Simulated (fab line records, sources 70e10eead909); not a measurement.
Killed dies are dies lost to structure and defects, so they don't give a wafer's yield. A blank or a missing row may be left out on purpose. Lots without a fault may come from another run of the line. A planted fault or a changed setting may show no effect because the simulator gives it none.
Which tool did it? | flow nand_harc | 13 lots, 39 wafers sampled, at 5 steps of a route of 1302

WHAT THE GAUGES READ, wafer by wafer
NHARC_A_BONDPAD_OVL_MEAS_35. Usual: overlay_x_nm 2 nm, standard deviation 5.8; overlay_y_nm 1 nm, standard deviation 6.9.
lot  | measured     | on         | overlay_x_nm (nm) | overlay_y_nm (nm) | flag
L350 | day 22 23:54 | overlay-02 | -3 -3 -3          | -2 -1 -2          |
L353 | day 23 15:22 | overlay-01 | 6 6 6             | 10 10 10          |
L352 | day 23 18:53 | overlay-02 | 8 8 8             | -7 -6 -6          |
L354 | day 24 14:46 | overlay-02 | 3 3 2             | 5 5 6             |
L355 | day 24 16:01 | overlay-01 | -10 -10 -10       | 6 7 6             |
L357 | day 25 11:41 | overlay-01 | -7 -6 -7          | 8 8 8             |
L356 | day 25 13:11 | overlay-01 | 4 4 4             | -8 -7 -8          |
L359 | day 26 05:03 | overlay-01 | 7 7 8             | -7 -8 -8          |
L358 | day 26 05:39 | overlay-01 | 8 8 8             | 5 5 4             |
L367 | day 29 15:15 | overlay-02 | 2 4 3             | 3 3 3             |
L368 | day 29 16:10 | overlay-02 | -8 -9 -9          | 0 0 -1            |
L369 | day 30 22:19 | overlay-02 | -2 -2 -3          | 8 8 8             |
L372 | day 32 20:51 | overlay-02 | 6 6 5             | 4 4 5             |

NHARC_END_SORT_01. Usual: defect_limited_yield 90.9 %, standard deviation 2.7; killed_at_array 57, standard deviation 19; killed_at_other 0.9, standard deviation 1.1; killed_at_periphery 4.0, standard deviation 2.6; killed_dies 62, standard deviation 19; killed_open 3.3, standard deviation 1.8; killed_short 2.4, standard deviation 1.7.
lot  | measured     | on        | defect_limited_yield (%) | killed_at_array | killed_at_other | killed_at_periphery | killed_dies | killed_open | killed_short | flag
L359 | day 27 12:02 | prober-02 | 14.8 16.1 14.2           | 573 564 577     | 1 1 2           | 3 3 2               | 577 568 581 | 0 3 2       | 3 0 2        | OFF
L358 | day 27 12:47 | prober-01 | 15.5 15.7 17.1           | 571 571 560     | 1 0 1           | 0 0 0               | 572 571 561 | 1 2 0       | 0 5 0        | OFF

WHICH TOOL RAN EACH LOT (tool, then ch and the chambers of the sampled wafers, then the start)
lot  | NHARC_A_BONDPAD_ECD_18         | NHARC_HYBRID_BOND_ACTIVATE_00      | NHARC_THIN_TSV_DESCUM_14
L350 | ecd_cu-02 ch 0,1, day 23 01:20 | rie_diel-11 ch 0,1,3, day 23 02:40 | rie_diel-10 ch 1,2,3, day 23 16:45
L353 | ecd_cu-02 ch 0,1, day 23 16:50 | rie_diel-07 ch 0,1,3, day 23 18:11 | rie_diel-10 ch 1,2, day 24 11:46
L352 | ecd_cu-01 ch 0,1, day 23 20:25 | rie_diel-11 ch 0,1,3, day 23 21:39 | rie_diel-10 ch 0,1, day 24 10:29
L354 | ecd_cu-01 ch 0,1, day 24 16:12 | rie_diel-11 ch 2,3, day 24 17:32   | rie_diel-10 ch 0,2, day 25 08:19
L355 | ecd_cu-02 ch 0,1, day 24 17:32 | rie_diel-11 ch 0,2,3, day 24 18:54 | rie_diel-10 ch 0,2,3, day 25 09:32
L357 | ecd_cu-01 ch 0,1, day 25 13:10 | rie_diel-11 ch 1,2,3, day 25 14:31 | rie_diel-05 ch 0,2,3, day 26 03:08
L356 | ecd_cu-01 ch 0,1, day 25 14:44 | rie_diel-11 ch 0,1,3, day 25 16:01 | rie_diel-03 ch 0,1,2, day 26 04:22
L359 | ecd_cu-01 ch 0,1, day 26 06:32 | rie_diel-07 ch 0,3, day 26 07:50   | rie_diel-10 ch 1,2,3, day 26 20:08
L358 | ecd_cu-01 ch 0,1, day 26 07:10 | rie_diel-07 ch 1,3, day 26 08:27   | rie_diel-05 ch 1,2,3, day 26 21:20
L367 | ecd_cu-02 ch 0,1, day 29 16:53 | rie_diel-11 ch 0,1,3, day 29 18:10 | rie_diel-03 ch 2,3, day 30 04:40
L368 | ecd_cu-02 ch 0, day 29 17:39   | rie_diel-11 ch 0,1, day 29 18:55   | rie_diel-03 ch 0,1,3, day 30 10:35
L369 | ecd_cu-01 ch 0,1, day 30 23:51 | rie_diel-07 ch 1,2,3, day 31 01:07 | rie_diel-10 ch 0,1, day 31 14:03
L372 | ecd_cu-01 ch 0,1, day 32 22:22 | rie_diel-11 ch 0,1,3, day 32 23:38 | rie_diel-03 ch 2,3, day 33 10:55
- NHARC_A_BONDPAD_ECD_18: material Cu, target thk 400 nm.
- NHARC_HYBRID_BOND_ACTIVATE_00: chemistry N2, time 60 s.
- NHARC_THIN_TSV_DESCUM_14: chemistry O2, time 3 s.

WHAT THE TOOLS THEMSELVES READ (means of the sampled wafers that have a number; where no wafer has one, the mark that the record gives instead)
NHARC_HYBRID_BOND_ACTIVATE_00. Usual: drypump_motor_current_A 5.7 A, standard deviation 0.37; mfc_ar_sccm 0.007 sccm, standard deviation 0.0099; oes_product_au 1.002 a.u., standard deviation 0.0095; rf_vpp_V 64.3 V, standard deviation 0.89; showerhead_plenum_p_Torr 1.81 Torr, standard deviation 0.05.
lot  | tool        | drypump_motor_current_A (A) | mfc_ar_sccm (sccm) | oes_product_au (a.u.) | rf_vpp_V (V) | showerhead_plenum_p_Torr (Torr) | flag
L350 | rie_diel-11 | 5.8                         | 0.007              | 1.003                 | 64.4         | 1.83                            |
L353 | rie_diel-07 | 5.7                         | 0.011              | 0.998                 | 64.6         | 1.74                            |
L352 | rie_diel-11 | 5.8                         | 0.007              | 1.004                 | 64.3         | 1.82                            |
L354 | rie_diel-11 | 5.7                         | 0.000              | 1.006                 | 64.3         | 1.85                            |
L355 | rie_diel-11 | 5.6                         | 0.000              | 1.001                 | 64.4         | 1.82                            |
L357 | rie_diel-11 | 5.7                         | 0.007              | 1.005                 | 65.2         | 1.85                            |
L356 | rie_diel-11 | 5.8                         | 0.007              | 1.003                 | 64.9         | 1.82                            |
L359 | rie_diel-07 | 5.4                         | 0.004              | 0.997                 | 63.1         | 1.76                            |
L358 | rie_diel-07 | 5.6                         | 0.013              | 0.999                 | 64.0         | 1.75                            |
L367 | rie_diel-11 | 5.8                         | 0.007              | 1.003                 | 64.9         | 1.82                            |
L368 | rie_diel-11 | 5.7                         | 0.007              | 1.006                 | 64.0         | 1.80                            |
L369 | rie_diel-07 | 5.7                         | 0.012              | 0.984                 | 64.2         | 1.77                            |
L372 | rie_diel-11 | 5.8                         | 0.007              | 1.006                 | 64.8         | 1.82                            |

NHARC_THIN_TSV_DESCUM_14. Usual: drypump_motor_current_A 5.54 A, standard deviation 0.28; mfc_ar_sccm 0.007 sccm, standard deviation 0.0079; oes_product_au 1.005 a.u., standard deviation 0.011; rf_vpp_V 57.6 V, standard deviation 0.87; showerhead_plenum_p_Torr 1.88 Torr, standard deviation 0.073; throttle_valve_pct 11.311 %, standard deviation 0.0087.
lot  | tool        | drypump_motor_current_A (A) | mfc_ar_sccm (sccm) | oes_product_au (a.u.) | rf_vpp_V (V) | showerhead_plenum_p_Torr (Torr) | throttle_valve_pct (%) | flag
L350 | rie_diel-10 | 5.59                        | 0.011              | 0.993                 | 58.5         | 1.95                            | 11.302                 |
L353 | rie_diel-10 | 5.55                        | 0.009              | 1.028                 | 57.7         | 2.00                            | 11.317                 |
L352 | rie_diel-10 | 5.25                        | 0.009              | 0.992                 | 58.8         | 1.91                            | 11.319                 |
L354 | rie_diel-10 | 5.22                        | 0.018              | 0.993                 | 57.4         | 1.85                            | 11.310                 |
L355 | rie_diel-10 | 5.41                        | 0.015              | 0.988                 | 57.4         | 1.87                            | 11.309                 |
L357 | rie_diel-05 | 5.59                        | 0.006              | 0.998                 | 57.5         | 1.84                            | 11.316                 |
L356 | rie_diel-03 | 5.53                        | 0.004              | 1.009                 | 57.2         | 1.85                            | 11.310                 |
L359 | rie_diel-10 | 5.58                        | 0.011              | 1.009                 | 58.2         | 1.95                            | 11.308                 |
L358 | rie_diel-05 | 5.77                        | 0.003              | 1.018                 | 57.3         | 1.84                            | 11.307                 |
L367 | rie_diel-03 | 5.34                        | 0.003              | 1.007                 | 57.7         | 1.83                            | 11.315                 |
L368 | rie_diel-03 | 5.75                        | 0.007              | 1.007                 | 57.5         | 1.89                            | 11.314                 |
L369 | rie_diel-10 | 5.42                        | 0.004              | 1.009                 | 57.8         | 1.98                            | 11.319                 |
L372 | rie_diel-03 | 5.55                        | 0.006              | 1.014                 | 57.2         | 1.87                            | 11.300                 |

THE ANSWER, worked out from the rows above alone
Rule: a lot is off if the mean of its wafers that have a number lies more than 3 standard deviations from the usual mean. A lot without any number at a reading at which 4 lots or more have one is off too. The other lots that the step has rows for count as sound. The gauges are gone through in route order, then the tools' own readings, and for those a lot's mean is taken as printed above. The first step at which some lot is off is used, and at that step the reading that is off furthest; a lot without a number counts as furthest.
Off: L359, L358, at NHARC_END_SORT_01 (defect_limited_yield). Neither off nor sound, because the step has no rows for them: L350, L353, L352, L354, L355, L357, L356, L367, L368, L369, L372.
A tool fits if, at a process step before that reading, it ran every lot that is off, and no sound lot after the first of them. The gauges at NHARC_END_SORT_01 are tried like those tools. Can't be told from this: 2 tools fit, ecd_cu-01 at NHARC_A_BONDPAD_ECD_18, rie_diel-07 at NHARC_HYBRID_BOND_ACTIVATE_00.

WHAT THE SIMULATOR HAD PUT IN
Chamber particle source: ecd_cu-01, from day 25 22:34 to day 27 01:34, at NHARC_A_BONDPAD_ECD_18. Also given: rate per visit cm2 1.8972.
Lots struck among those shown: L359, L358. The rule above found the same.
